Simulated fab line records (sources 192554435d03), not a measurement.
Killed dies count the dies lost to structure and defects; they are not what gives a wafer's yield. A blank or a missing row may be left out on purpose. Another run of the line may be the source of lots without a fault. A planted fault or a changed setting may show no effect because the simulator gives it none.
Split-lot experiment -- flow n5_finfet -- on a route of 1938 steps: 7 lots, 39 wafers read

== THE SPLIT ==
At N5_DUMMY_GATE_ETCH_37 (etches SOC in N2/H2, target depth 60 nm, overetch 30 nm), the setting source_w was moved away from the recipe's 840 W on 18 of the 39 wafers read, by -11.4% to +15.8%. All remaining wafers had this setting at the recipe value.

The split's own step is where the reading is taken.

== THE READING ==
rf_vpp_V, in V, at N5_DUMMY_GATE_ETCH_37 (etches SOC in N2/H2, target depth 60 nm, overetch 30 nm). Fault-free wafers of this fab line usually give 524.3 V, standard deviation 2.4 V.

wafer,"tool, chamber at the split","source_w as run, W",against the recipe,"rf_vpp_V, V",against lot-mates on the recipe
L074.1,"rie_diel-05, 1",940.1,+11.9%,505.8,-18.1
L074.2,"rie_diel-05, 0",840,recipe,522.1,-
L074.3,"rie_diel-05, 3",940.1,+11.9%,507.9,-16.0
L074.4,"rie_diel-05, 2",840,recipe,524.7,-
L074.5,"rie_diel-05, 2",840,recipe,524.9,-
L074.6,"rie_diel-05, 1",940.1,+11.9%,507.3,-16.6
L076.1,"rie_diel-02, 0",788.7,-6.1%,538.2,+14.6
L076.2,"rie_diel-02, 1",840,recipe,525.8,-
L076.3,"rie_diel-02, 2",840,recipe,519.5,-
L076.4,"rie_diel-02, 3",788.7,-6.1%,537.0,+13.4
L076.5,"rie_diel-02, 1",840,recipe,525.6,-
L076.6,"rie_diel-02, 0",788.7,-6.1%,537.3,+13.7
L083.1,"rie_diel-05, 3",840,recipe,526.8,-
L083.2,"rie_diel-05, 1",973.1,+15.8%,499.9,-24.3
L083.3,"rie_diel-05, 0",840,recipe,521.9,-
L083.4,"rie_diel-05, 2",840,recipe,523.8,-
L083.5,"rie_diel-05, 3",973.1,+15.8%,502.5,-21.7
L083.6,"rie_diel-05, 0",973.1,+15.8%,495.7,-28.5
L086.2,"rie_diel-03, 2",840,recipe,525.7,-
L086.5,"rie_diel-03, 1",840,recipe,525.2,-
L086.6,"rie_diel-03, 2",840,recipe,523.7,-
L088.1,"rie_diel-02, 0",744,-11.4%,548.3,+23.0
L088.2,"rie_diel-02, 2",744,-11.4%,543.1,+17.8
L088.3,"rie_diel-02, 1",840,recipe,525.2,-
L088.4,"rie_diel-02, 3",840,recipe,525.8,-
L088.5,"rie_diel-02, 2",744,-11.4%,541.9,+16.6
L088.6,"rie_diel-02, 3",840,recipe,525.0,-
L091.1,"rie_diel-05, 0",938.2,+11.7%,502.3,-23.9
L091.2,"rie_diel-05, 3",840,recipe,527.9,-
L091.3,"rie_diel-05, 1",938.2,+11.7%,507.2,-19.0
L091.4,"rie_diel-05, 2",938.2,+11.7%,505.0,-21.2
L091.5,"rie_diel-05, 2",840,recipe,525.4,-
L091.6,"rie_diel-05, 1",840,recipe,525.2,-
L092.1,"rie_diel-02, 1",840,recipe,524.8,-
L092.2,"rie_diel-02, 0",784.7,-6.6%,537.8,+14.9
L092.3,"rie_diel-02, 2",784.7,-6.6%,533.3,+10.4
L092.4,"rie_diel-02, 3",784.7,-6.6%,538.4,+15.5
L092.5,"rie_diel-02, 1",840,recipe,524.9,-
L092.6,"rie_diel-02, 2",840,recipe,519.1,-

FIT RESULTS
A straight line over all 39 wafers: rf_vpp_V changes by -1.66 V for each +1% of source_w; r = -0.98; the points scatter about the line by 2.4 V.
The same after taking each lot's own level away (the mean of its wafers on the recipe; 39 wafers): -1.68 V for each +1%; r = -0.98; scatter 2.5 V.
That fit puts the effect of the largest move of source_w on the reading at 27 V.
Across the lots, their own levels run from 522.93 to 526.17 V, a range of 1.3 times the standard deviation given above.
Consequently the slope shifts little with the lot-to-lot level, the two slopes agreeing.
Check: with one of the wafers moved furthest among these (+15.8%) left out of the fit, the line predicts -26.2 V for it against its lot-mates. It came out at -24.3 V against them.
Tool readings at the split's step, against how far the setting was moved: rf_vpp_V r = -0.98.

== FILE'S OWN FIT ==
rf_vpp_V changes by -1.67 V for each +1% of source_w, r = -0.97.
